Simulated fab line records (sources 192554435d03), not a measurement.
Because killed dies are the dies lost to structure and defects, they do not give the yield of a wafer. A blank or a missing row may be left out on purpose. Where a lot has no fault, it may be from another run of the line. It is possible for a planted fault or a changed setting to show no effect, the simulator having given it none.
fab line records ; flow n5Finfet
record: lots: 9; wafers: 27; lastDay: 18
route steps=1938 shown MOL_CONTACT_COAG@630 BEOL_M0_SAQP@635 BEOL_M0_CUTY@710 BEOL_M4@1111 PASSIVATION@1936
lots that met no fault: taken from a fault-free run of the same line
startH: hours from the record's first day to the start of the lot's first wafer shown ; waitH: hours from the lot's prior step to this one ; " the same as in the row above ; L1.1+2: one row covering several wafers at once ; - no value, or no start given ; * or withheld: withheld ; < > ~ a bound
route shown NAME@n: a module of which the file shows steps, and the number in the route of the first ; usual: mean/standard deviation taken from wafers without a fault ; same: alike in all rows ; chamber/n: place in a boat ; sites: readings site by site ; _std_site: standard deviation across them ; _edge_site: inner sites' mean taken away from outer sites' mean ; radiusMm: how far each site lies from the wafer's centre ; mask NAME#n: copy n ; behind: the last tool/chamber to shape the wafer ; hold: reason for holding the lot/hours on hold/outcome of the hold ; device: transistor that didn't switch, given as n, p or np ; end of line: the same wafers' tests at the end of the route ; where a step has no rows: the recipe by itself ; killed: at the first sort, the dies lost to defects and structure; wafer yield is something else ; map: per-die view of a wafer (x killed, . not killed, _ where there is no die)
set.NAME: the run value of the setting; set.NAME@STEP: its run value at that earlier step ; model.NAME: the simulator's own value behind a step, which no gauge read
a sample of lots followed through the steps of the route, with each step as a table and each wafer as a row
services: the hour from which a tool's chamber was out of use, counted from the record's first day as startH (under 0 if before that day), plus the number of hours and why
== steps ==
step: N5_MOL_CONTACT_COAG_INSPECT_97
recipe: inspectInstrument: darkfield; mode: postAnneal
usual: rawDefectCount: 45/20
lot.wafer;tool;chamber;startH;waitH;rawDefectCount
L990.1;defectInspect-01;-;137.83;0.0;32
L990.2;defectInspect-01;-;137.83;0.0;31
L990.5;defectInspect-01;-;137.83;0.0;68
L993.1;defectInspect-02;-;152.00;0.0;35
L993.3;defectInspect-02;-;152.00;0.0;37
L993.6;defectInspect-02;-;152.00;0.0;39
L996.1;defectInspect-02;-;170.94;0.0;13
L996.3;defectInspect-02;-;170.94;0.0;27
L996.6;defectInspect-02;-;170.94;0.0;9
L997.3;defectInspect-01;-;182.73;0.1;67
L997.4;defectInspect-01;-;182.73;0.1;31
L997.5;defectInspect-01;-;182.73;0.1;63
L998.4;defectInspect-02;-;185.75;0.1;89
L998.5;defectInspect-02;-;185.75;0.1;56
L998.6;defectInspect-02;-;185.75;0.1;56
L100.2;defectInspect-02;-;195.51;0.0;45
L100.4;defectInspect-02;-;195.51;0.0;37
L100.5;defectInspect-02;-;195.51;0.0;25
L103.2;defectInspect-01;-;214.85;0.0;73
L103.3;defectInspect-01;-;214.85;0.0;59
L103.6;defectInspect-01;-;214.85;0.0;58
L107.2;defectInspect-01;-;235.35;0.0;35
L107.3;defectInspect-01;-;235.35;0.0;52
L107.5;defectInspect-01;-;235.35;0.0;31
L108.1;defectInspect-01;-;241.29;0.0;75
L108.2;defectInspect-01;-;241.29;0.0;58
L108.4;defectInspect-01;-;241.29;0.0;40
step: N5_BEOL_M0_SAQP_PECVD_03
recipe: material: SiCN; targetThkA: 120; tempC: withheld; precursor: 3MS/NH3; pressureTorr: 3; rfW: 202; timeS: 21.1
usual: chamberPressureTorr: 3.000/0.0065; showerheadPlenumPTorr: 3.657/0.017; throttleValvePct: 8.8/0.35
lot.wafer;tool;chamber;startH;waitH;chamberPressureTorr;showerheadPlenumPTorr;throttleValvePct
L990.1;pecvd-01;2;139.55;0.1;3.005;3.669;8.6
L990.2;pecvd-01;0;139.55;0.1;2.998;3.662;9.1
L990.5;pecvd-01;1;139.55;0.1;3.011;3.662;9.0
L993.1;pecvd-04;0;154.71;0.1;3.004;3.641;9.1
L993.3;pecvd-04;1;154.71;0.1;2.996;3.649;8.8
L993.6;pecvd-04;0;154.71;0.1;3.007;3.641;9.3
L996.1;pecvd-03;2;172.98;0.1;2.984;3.632;8.8
L996.3;pecvd-03;1;172.98;0.1;3.005;3.699;9.0
L996.6;pecvd-03;1;172.98;0.1;3.000;3.681;8.7
L997.3;pecvd-04;2;183.96;0.1;3.000;3.672;8.1
L997.4;pecvd-04;0;183.96;0.1;3.003;3.638;9.2
L997.5;pecvd-04;1;183.96;0.1;2.996;3.644;8.9
L998.4;pecvd-01;0;188.42;0.1;2.998;3.663;8.9
L998.5;pecvd-01;2;188.42;0.1;3.003;3.651;8.7
L998.6;pecvd-01;1;188.42;0.1;3.003;3.654;9.2
L100.2;pecvd-01;0;196.89;0.1;2.994;3.659;8.9
L100.4;pecvd-01;0;196.89;0.1;3.001;3.661;8.7
L100.5;pecvd-01;0;196.89;0.1;3.002;3.661;9.1
L103.2;pecvd-03;0;216.74;0.1;2.998;3.657;8.8
L103.3;pecvd-03;0;216.74;0.1;3.000;3.664;8.6
L103.6;pecvd-03;0;216.74;0.1;3.002;3.657;8.8
L107.2;pecvd-04;0;236.07;0.1;3.003;3.636;9.3
L107.3;pecvd-04;1;236.07;0.1;2.986;3.653;8.8
L107.5;pecvd-04;2;236.07;0.1;3.002;3.677;8.4
L108.1;pecvd-01;1;242.69;0.1;2.998;3.637;9.2
L108.2;pecvd-01;2;242.69;0.1;2.999;3.667;8.8
L108.4;pecvd-01;2;242.69;0.1;2.999;3.658;8.7
step: N5_BEOL_M0_SAQP_HM_DEP_111
recipe: material: SiO2; targetThkA: 120; tempC: 400; precursor: SiH4/N2O; pressureTorr: 0.75; rfW: 275; timeS: 7.2
usual: chamberPressureTorr: 0.7500/0.0018; heaterPowerW: 775/95; showerheadPlenumPTorr: 8.10/0.19
lot.wafer;tool;chamber;startH;waitH;chamberPressureTorr;heaterPowerW;showerheadPlenumPTorr
L990.1;pecvd-04;0;139.80;0.0;0.7503;614;7.85
L990.2;pecvd-04;1;139.80;0.0;0.7499;943;7.97
L990.5;pecvd-04;0;139.80;0.0;0.7515;603;7.87
L993.1;pecvd-03;2;154.96;0.0;0.7480;733;7.86
L993.3;pecvd-03;0;154.96;0.0;0.7503;682;8.09
L993.6;pecvd-03;2;154.96;0.0;0.7495;715;7.87
L996.1;pecvd-03;1;173.23;0.0;0.7518;907;8.44
L996.3;pecvd-03;2;173.23;0.0;0.7481;665;7.85
L996.6;pecvd-03;2;173.23;0.0;0.7495;664;7.86
L997.3;pecvd-03;2;184.21;0.0;0.7477;714;7.87
L997.4;pecvd-03;1;184.21;0.0;0.7497;802;8.45
L997.5;pecvd-03;2;184.21;0.0;0.7456;726;7.87
L998.4;pecvd-03;0;188.68;0.1;0.7498;696;8.06
L998.5;pecvd-03;1;188.68;0.1;0.7442;951;8.48
L998.6;pecvd-03;2;188.68;0.1;0.7510;669;7.87
L100.2;pecvd-04;1;197.23;0.0;0.7514;952;7.95
L100.4;pecvd-04;0;197.23;0.0;0.7507;719;7.86
L100.5;pecvd-04;2;197.23;0.0;0.7490;905;8.28
L103.2;pecvd-01;2;217.33;0.0;0.7503;891;8.12
L103.3;pecvd-01;0;217.33;0.0;0.7489;813;8.09
L103.6;pecvd-01;2;217.33;0.0;0.7511;913;8.11
L107.2;pecvd-01;0;236.34;0.1;0.7506;730;8.08
L107.3;pecvd-01;0;236.34;0.1;0.7496;725;8.11
L107.5;pecvd-01;0;236.34;0.1;0.7506;733;8.11
L108.1;pecvd-04;2;242.94;0.0;0.7510;866;8.28
L108.2;pecvd-04;1;242.94;0.0;0.7490;961;7.96
L108.4;pecvd-04;1;242.94;0.0;0.7504;990;7.98
step: N5_BEOL_M0_SAQP_OVL_MEAS_15
recipe: pointsPerWafer: 44
usual: M0_CORE_OVL: -0.3/0.69
lot.wafer;tool;chamber;startH;waitH;M0_CORE_OVL[nm]
L990.1;overlay-02;0;140.28;0.0;0.7
L990.2;overlay-02;0;140.28;0.0;1.5
L990.5;overlay-02;0;140.28;0.0;-0.1
L993.1;overlay-02;0;155.31;0.0;-1.4
L993.3;overlay-02;0;155.31;0.0;-1.6
L993.6;overlay-02;0;155.31;0.0;-0.6
L996.1;overlay-02;0;173.58;0.0;-0.6
L996.3;overlay-02;0;173.58;0.0;-0.7
L996.6;overlay-02;0;173.58;0.0;-0.5
L997.3;overlay-01;0;184.68;0.0;-0.4
L997.4;overlay-01;0;184.68;0.0;-1.1
L997.5;overlay-01;0;184.68;0.0;0.1
L998.4;overlay-02;0;189.01;0.0;0.3
L998.5;overlay-02;0;189.01;0.0;-0.2
L998.6;overlay-02;0;189.01;0.0;0.9
L100.2;overlay-02;0;197.58;0.0;0.2
L100.4;overlay-02;0;197.58;0.0;-0.4
L100.5;overlay-02;0;197.58;0.0;-0.2
L103.2;overlay-02;0;217.80;0.0;0.1
L103.3;overlay-02;0;217.80;0.0;0.2
L103.6;overlay-02;0;217.80;0.0;-0.9
L107.2;overlay-01;0;236.77;0.0;0.2
L107.3;overlay-01;0;236.77;0.0;-0.3
L107.5;overlay-01;0;236.77;0.0;-0.3
L108.1;overlay-01;0;243.32;0.0;0.9
L108.2;overlay-01;0;243.32;0.0;-0.2
L108.4;overlay-01;0;243.32;0.0;0.6
step: N5_BEOL_M0_SAQP_INSPECT_16
recipe: mode: adi; inspectInstrument: brightfield
usual: rawDefectCount: 526/130
lot.wafer;tool;chamber;startH;waitH;rawDefectCount
L990.1;defectInspect-01;-;140.30;0.0;555
L990.2;defectInspect-01;-;140.30;0.0;461
L990.5;defectInspect-01;-;140.30;0.0;485
L993.1;defectInspect-01;-;155.33;0.0;798
L993.3;defectInspect-01;-;155.33;0.0;553
L993.6;defectInspect-01;-;155.33;0.0;438
L996.1;defectInspect-02;-;173.60;0.0;571
L996.3;defectInspect-02;-;173.60;0.0;436
L996.6;defectInspect-02;-;173.60;0.0;532
L997.3;defectInspect-01;-;184.71;0.0;1252
L997.4;defectInspect-01;-;184.71;0.0;1213
L997.5;defectInspect-01;-;184.71;0.0;1264
L998.4;defectInspect-01;-;189.03;0.0;1606
L998.5;defectInspect-01;-;189.03;0.0;1611
L998.6;defectInspect-01;-;189.03;0.0;1342
L100.2;defectInspect-01;-;197.60;0.0;342
L100.4;defectInspect-01;-;197.60;0.0;602
L100.5;defectInspect-01;-;197.60;0.0;737
L103.2;defectInspect-01;-;217.83;0.0;577
L103.3;defectInspect-01;-;217.83;0.0;642
L103.6;defectInspect-01;-;217.83;0.0;530
L107.2;defectInspect-02;-;236.79;0.0;602
L107.3;defectInspect-02;-;236.79;0.0;506
L107.5;defectInspect-02;-;236.79;0.0;677
L108.1;defectInspect-01;-;243.34;0.0;353
L108.2;defectInspect-01;-;243.34;0.0;369
L108.4;defectInspect-01;-;243.34;0.0;519
step: N5_BEOL_M0_SAQP_INSPECT_42
recipe: mode: adi; inspectInstrument: brightfield
usual: rawDefectCount: 302/90
lot.wafer;tool;chamber;startH;waitH;rawDefectCount
L990.1;defectInspect-02;-;144.97;0.1;327
L990.2;defectInspect-02;-;144.97;0.1;243
L990.5;defectInspect-02;-;144.97;0.1;234
L993.1;defectInspect-02;-;160.66;0.1;448
L993.3;defectInspect-02;-;160.66;0.1;335
L993.6;defectInspect-02;-;160.66;0.1;313
L996.1;defectInspect-02;-;178.16;0.1;275
L996.3;defectInspect-02;-;178.16;0.1;292
L996.6;defectInspect-02;-;178.16;0.1;287
L997.3;defectInspect-02;-;191.30;0.0;1102
L997.4;defectInspect-02;-;191.30;0.0;1148
L997.5;defectInspect-02;-;191.30;0.0;1145
L998.4;defectInspect-01;-;194.52;0.0;1112
L998.5;defectInspect-01;-;194.52;0.0;1242
L998.6;defectInspect-01;-;194.52;0.0;1194
L100.2;defectInspect-02;-;201.80;0.0;250
L100.4;defectInspect-02;-;201.80;0.0;217
L100.5;defectInspect-02;-;201.80;0.0;304
L103.2;defectInspect-01;-;222.96;0.0;359
L103.3;defectInspect-01;-;222.96;0.0;316
L103.6;defectInspect-01;-;222.96;0.0;303
L107.2;defectInspect-01;-;241.13;0.0;494
L107.3;defectInspect-01;-;241.13;0.0;315
L107.5;defectInspect-01;-;241.13;0.0;430
L108.1;defectInspect-02;-;248.09;0.1;186
L108.2;defectInspect-02;-;248.09;0.1;275
L108.4;defectInspect-02;-;248.09;0.1;259
step: N5_BEOL_M0_CUTY_INSPECT_59
recipe: mode: adi; inspectInstrument: macro
usual: rawDefectCount: 2.0/1.3
lot.wafer;tool;chamber;startH;waitH;rawDefectCount
L990.1;defectInspect-02;-;146.81;0.0;1
L990.2;defectInspect-02;-;146.81;0.0;2
L990.5;defectInspect-02;-;146.81;0.0;1
L993.1;defectInspect-02;-;162.12;0.0;2
L993.3;defectInspect-02;-;162.12;0.0;3
L993.6;defectInspect-02;-;162.12;0.0;4
L996.1;defectInspect-02;-;179.55;0.0;2
L996.3;defectInspect-02;-;179.55;0.0;3
L996.6;defectInspect-02;-;179.55;0.0;1
L997.3;defectInspect-02;-;192.72;0.0;>300
L997.4;defectInspect-02;-;192.72;0.0;>300
L997.5;defectInspect-02;-;192.72;0.0;>300
L998.4;defectInspect-02;-;195.82;0.1;>300
L998.5;defectInspect-02;-;195.82;0.1;>300
L998.6;defectInspect-02;-;195.82;0.1;>300
L100.2;defectInspect-02;-;203.54;0.0;4
L100.4;defectInspect-02;-;203.54;0.0;3
L100.5;defectInspect-02;-;203.54;0.0;2
L103.2;defectInspect-01;-;224.36;0.0;4
L103.3;defectInspect-01;-;224.36;0.0;3
L103.6;defectInspect-01;-;224.36;0.0;3
L107.2;defectInspect-02;-;242.75;0.0;1
L107.3;defectInspect-02;-;242.75;0.0;0
L107.5;defectInspect-02;-;242.75;0.0;2
L108.1;defectInspect-01;-;249.36;0.0;0
L108.2;defectInspect-01;-;249.36;0.0;1
L108.4;defectInspect-01;-;249.36;0.0;2
step: N5_BEOL_M4_RC_MEAS_101
usual: DIBL_N: 35.9/1.3; DIBL_P: 36.3/1.5; IOFF_N: 0.153/0.023; IOFF_P: 0.208/0.028; ION_N: 672/9.7; ION_P: 462/6.6; SS_N: 71.5/0.53; SS_P: 73.3/0.59; VT_N: 250.4/2.7; VT_P: -250.5/3
lot.wafer;tool;chamber;startH;waitH;DIBL_N[mV/V];DIBL_P[mV/V];IOFF_N[nA/um];IOFF_P[nA/um];ION_N[uA/um];ION_P[uA/um];SS_N[mV/dec];SS_P[mV/dec];VT_N[mV];VT_P[mV]
L990.1;prober-02;0;203.83;0.0;35.4;35.4;0.143;0.196;674;466;71.4;72.8;250.7;-251.0
L990.2;prober-02;0;203.83;0.0;35.8;35.4;0.147;0.200;677;456;70.9;72.8;249.8;-250.4
L990.5;prober-02;0;203.83;0.0;35.4;35.4;0.144;0.190;669;460;71.3;72.3;251.7;-251.9
L993.1;prober-01;0;225.15;0.0;37.4;38.0;0.171;0.221;674;466;72.1;74.5;248.5;-248.4
L993.3;prober-01;0;225.15;0.0;37.9;38.7;0.185;0.240;677;466;70.7;74.4;249.1;-250.1
L993.6;prober-01;0;225.15;0.0;38.0;39.7;0.196;0.259;682;477;72.0;74.4;246.2;-249.4
L996.1;prober-01;0;236.63;0.0;35.1;34.6;0.125;0.201;666;466;70.8;72.6;253.6;-245.9
L996.3;prober-01;0;236.63;0.0;35.7;35.3;0.141;0.216;670;462;71.6;73.7;248.8;-247.0
L996.6;prober-01;0;236.63;0.0;35.5;34.3;0.130;0.203;668;463;71.7;73.0;253.1;-245.9
L997.3;prober-01;0;243.81;0.3;35.8;35.2;0.141;0.200;670;462;71.3;73.0;252.4;-250.8
L997.4;prober-01;0;243.81;0.3;34.1;32.7;0.116;0.167;649;450;70.6;72.7;257.0;-254.7
L997.5;prober-01;0;243.81;0.3;34.7;34.5;0.120;0.191;654;464;70.8;73.3;253.8;-251.3
L998.4;prober-02;0;251.67;0.5;36.8;35.5;0.161;0.211;677;454;71.4;74.0;253.2;-251.8
L998.5;prober-02;0;251.67;0.5;34.5;33.3;0.123;0.178;660;452;71.1;72.7;253.4;-253.1
L998.6;prober-02;0;251.67;0.5;35.1;33.3;0.129;0.176;659;454;71.6;73.3;254.8;-253.2
L100.2;prober-02;0;268.63;0.2;36.0;36.8;0.177;0.237;687;471;71.6;73.8;243.4;-248.4
L100.4;prober-02;0;268.63;0.2;37.6;37.8;0.198;0.244;664;460;72.9;74.2;246.2;-247.6
L100.5;prober-02;0;268.63;0.2;36.6;36.5;0.174;0.235;676;465;71.9;73.4;246.1;-246.4
L103.2;prober-01;0;279.33;0.2;34.7;36.2;0.135;0.171;677;456;71.2;72.8;253.7;-255.0
L103.3;prober-01;0;279.33;0.2;35.2;36.0;0.140;0.176;667;455;71.5;73.7;252.1;-255.3
L103.6;prober-01;0;279.33;0.2;34.3;35.4;0.126;0.161;663;456;71.2;73.0;253.5;-255.1
L107.2;prober-02;0;313.32;0.2;37.1;38.5;0.190;0.239;690;472;71.4;74.4;247.0;-248.6
L107.3;prober-02;0;313.32;0.2;36.4;37.5;0.170;0.215;691;468;71.4;74.6;248.6;-250.0
L107.5;prober-02;0;313.32;0.2;36.6;37.4;0.165;0.209;679;462;71.7;73.0;249.0;-248.8
L108.1;prober-02;0;316.46;0.0;34.8;35.7;0.130;0.177;667;465;71.1;73.4;252.7;-253.0
L108.2;prober-02;0;316.46;0.0;35.1;36.5;0.138;0.189;674;461;71.4;72.4;252.6;-253.8
L108.4;prober-02;0;316.46;0.0;36.2;37.1;0.155;0.208;671;459;71.0;73.0;252.4;-251.6
step: N5_PASSIVATION_PROBE_49
usual: defectLimitedYield: 91.1/1.5; killed_at_M0_to_M3: 35/9.5; killed_at_M4_up: 13/5.2; killedAtContacts: 12/6.1; killedAtFrontEnd: 41/14; killedAtOther: 3.8/2.9; killedDies: 105/17; killedOpen: 70/13; killedShort: 33/8.4; sort_bin_5_function: 5.1/0.97; sort_bin_6_memory: 3.4/0.69; sort_bin_8_speed: 0.00/0.007; sortNPass: 1075/17; sortYieldPct: 91.1/1.5
same: grossDies: 1180; killedAtBackSide: 0; sort_bin_4_leakage[%]: 0
lot.wafer;tool;chamber;startH;waitH;defectLimitedYield[%];killed_at_M0_to_M3;killed_at_M4_up;killedAtContacts;killedAtFrontEnd;killedAtOther;killedDies;killedOpen;killedShort;sort_bin_5_function[%];sort_bin_6_memory[%];sort_bin_8_speed[%];sortNPass;sortYieldPct[%]
L990.1;prober-01;-;316.04;0.0;92.6;28;17;2;35;5;87;52;34;4.1;3.1;0;1093;92.6
L990.2;prober-01;-;316.09;0.1;91.4;39;12;13;28;10;102;71;29;5.2;3.2;0;1078;91.4
L990.5;prober-01;-;316.24;0.2;89.7;41;17;14;34;15;121;79;40;6.1;3.4;0;1059;89.7
L996.1;prober-02;-;337.64;0.0;91.7;31;7;10;46;4;98;64;34;4.8;3.1;0;1082;91.7
L996.3;prober-02;-;337.74;0.1;91.4;56;7;7;31;1;102;69;33;4.3;3.6;0;1078;91.4
L996.6;prober-02;-;337.89;0.3;93.2;35;10;7;27;1;80;58;21;4.2;2.2;0;1100;93.2
L997.3;prober-01;-;354.44;0.1;81.4;167;12;11;28;2;220;55;32;11.7;4.2;0;960;81.4
L997.4;prober-01;-;354.49;0.2;80.3;167;15;19;27;4;232;65;24;11.5;4.2;0;948;80.3
L997.5;prober-01;-;354.54;0.2;82.1;149;15;8;38;1;211;55;29;11.1;3.9;0;969;82.1
L998.4;prober-01;-;355.32;0.2;85.3;112;10;13;29;9;173;58;34;8.8;3.6;0;1007;85.3
L998.5;prober-01;-;355.37;0.2;81.3;173;8;5;29;6;221;45;29;11.6;3.9;0;959;81.3
L998.6;prober-01;-;355.42;0.3;79.4;162;11;18;44;8;243;71;32;12.5;4.9;0;937;79.4
killed by level:class
L990.1 FIN_SAQP:geometricParticle:open=12 FIN_SAQP:geometricParticle:short=9 BEOL_M4:geometricParticle:open=7 BEOL_M1:geometricParticle:open=6 BEOL_M0_SAQP:geometricParticle:short=5 BEOL_M3:geometricParticle:short=5 BEOL_M3:geometricParticle:open=5 BEOL_M4:geometricParticle:short=4
L990.2 MOL_CONTACT_COAG:geometricParticle:open=11 FIN_SAQP:geometricParticle:open=8 BEOL_M0_SAQP:geometricParticle:open=8 BEOL_M3:geometricParticle:open=7 STI_FIN_REVEAL:geometricParticle:open=5 BEOL_M4:geometricParticle:open=5 STARTING-WAFER:geometricParticle:open=5 DUMMY_GATE:geometricParticle:open=4
L990.5 BEOL_M1:geometricParticle:open=13 FIN_SAQP:geometricParticle:open=9 MOL_CONTACT_COAG:geometricParticle:open=9 MIM_TOP:geometricParticle:short=7 DUMMY_GATE:geometricParticle:open=6 BEOL_M2:geometricParticle:open=6 STI_FIN_REVEAL:geometricParticle:open=5 MOL_CONTACT_COAG:geometricParticle:short=5
L996.1 FIN_SAQP:geometricParticle:short=12 FIN_SAQP:geometricParticle:open=10 BEOL_M3:geometricParticle:open=9 STI_FIN_REVEAL:geometricParticle:open=6 BEOL_M1:geometricParticle:open=6 MOL_CONTACT_COAG:geometricParticle:open=5 MOL_CONTACT_COAG:geometricParticle:short=5 BEOL_M2:geometricParticle:open=5
L996.3 BEOL_M0_SAQP:geometricParticle:open=13 BEOL_M2:geometricParticle:open=13 BEOL_M0_SAQP:geometricParticle:short=10 STI_FIN_REVEAL:geometricParticle:open=8 MOL_CONTACT_COAG:geometricParticle:open=7 FIN_SAQP:geometricParticle:short=5 STI_FIN_REVEAL:geometricParticle:short=5 BEOL_M0:geometricParticle:open=5
L996.6 BEOL_M2:geometricParticle:open=14 STI_FIN_REVEAL:geometricParticle:open=9 BEOL_M0_SAQP:geometricParticle:open=7 MOL_CONTACT_COAG:geometricParticle:open=7 FIN_SAQP:geometricParticle:short=4 BEOL_M0:geometricParticle:short=4 FIN_SAQP:geometricParticle:open=3 DUMMY_GATE:geometricParticle:open=3
L997.3 BEOL_M0_SAQP:unspecified=132 BEOL_M0_SAQP:geometricParticle:short=9 MOL_CONTACT_COAG:geometricParticle:open=7 BEOL_M4:geometricParticle:open=7 BEOL_M0_SAQP:geometricParticle:open=6 BEOL_M2:geometricParticle:open=6 BEOL_M3:geometricParticle:open=6 STARTING-WAFER:geometricParticle:short=5
L997.4 BEOL_M0_SAQP:unspecified=141 MOL_CONTACT_COAG:geometricParticle:open=16 STI_FIN_REVEAL:geometricParticle:open=8 BEOL_M0_SAQP:geometricParticle:short=7 BEOL_M0_SAQP:geometricParticle:open=7 FIN_SAQP:geometricParticle:short=5 FIN_SAQP:geometricParticle:open=5 BEOL_M3:geometricParticle:open=5
L997.5 BEOL_M0_SAQP:unspecified=125 FIN_SAQP:geometricParticle:open=8 FIN_SAQP:geometricParticle:short=7 STI_FIN_REVEAL:geometricParticle:open=6 MOL_CONTACT_COAG:geometricParticle:open=6 GATE_CUT:geometricParticle:open=5 BEOL_M0_SAQP:geometricParticle:short=5 BEOL_M0_SAQP:geometricParticle:open=5
L998.4 BEOL_M0_SAQP:unspecified=79 STI_FIN_REVEAL:geometricParticle:open=13 MOL_CONTACT_COAG:geometricParticle:open=12 BEOL_M0_SAQP:geometricParticle:short=8 BEOL_M0_SAQP:geometricParticle:open=6 BEOL_M2:geometricParticle:short=6 BEOL_M7:geometricParticle:open=5 BEOL_M3:geometricParticle:open=4
L998.5 BEOL_M0_SAQP:unspecified=145 STI_FIN_REVEAL:geometricParticle:open=11 BEOL_M1:geometricParticle:open=8 BEOL_M0_SAQP:geometricParticle:short=7 STI_FIN_REVEAL:geometricParticle:short=5 GATE_CUT:geometricParticle:short=5 GATE_CUT:geometricParticle:open=4 MOL_CONTACT_COAG:geometricParticle:open=4
L998.6 BEOL_M0_SAQP:unspecified=137 STI_FIN_REVEAL:geometricParticle:open=12 MOL_CONTACT_COAG:geometricParticle:open=11 DUMMY_GATE:geometricParticle:open=8 BEOL_M1:geometricParticle:open=8 MOL_CONTACT_COAG:geometricParticle:short=7 STI_FIN_REVEAL:geometricParticle:short=5 BEOL_M0_SAQP:geometricParticle:open=5
== services ==
tool;chamber;startH;hours;kind
pecvd-01;-;151.25;28.1;pm
pecvd-04;1;175.41;5.5;scheduledDown
pecvd-01;2;196.33;16.5;scheduledDown
pecvd-03;2;202.38;-;clean
pecvd-03;2;202.38;-;consumableReplace:showerhead
pecvd-03;2;202.38;29.0;scheduledDown
pecvd-03;2;202.38;29.0;ventCycle
pecvd-03;1;212.15;14.9;repair
pecvd-01;2;235.29;6.0;repair
pecvd-01;1;235.93;5.5;scheduledDown
pecvd-04;0;242.74;2.1;scheduledDown
== key ==
firstSign: step: N5_BEOL_M0_SAQP_INSPECT_16; reading: rawDefectCount; direction: up; sigmas: 6.8; usual: 526; struck: 1381
effect: step: N5_BEOL_M0_SAQP_INSPECT_42; reading: rawDefectCount; direction: up; sigmas: 9.5; usual: 302; struck: 1157
effect: step: N5_BEOL_M0_CUTY_INSPECT_59; reading: rawDefectCount; direction: up; sigmas: 99+; usual: 2.0; struck: >300
effect: step: N5_PASSIVATION_PROBE_49; reading: killed_at_M0_to_M3; direction: up; sigmas: 13; usual: 35; struck: 155
moreKillsBornAt: N5_BEOL_M0_SAQP_HM_DEP_111@pecvd-03: 758
metAt N5_BEOL_M0_SAQP_HM_DEP_111
struckLots L997,L998
notActingAt N5_MOL_CONTACT_COAG_INSPECT_97,N5_BEOL_M0_SAQP_PECVD_03,N5_BEOL_M0_SAQP_OVL_MEAS_15
onsetBetween 173.23 184.21
fault: kind: chamberParticleSource; tool: pecvd-03; chamber: -; onsetH: 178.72; steps: N5_BEOL_M0_SAQP_HM_DEP_111; ratePerVisitCm2: 1.2995; endH: 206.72
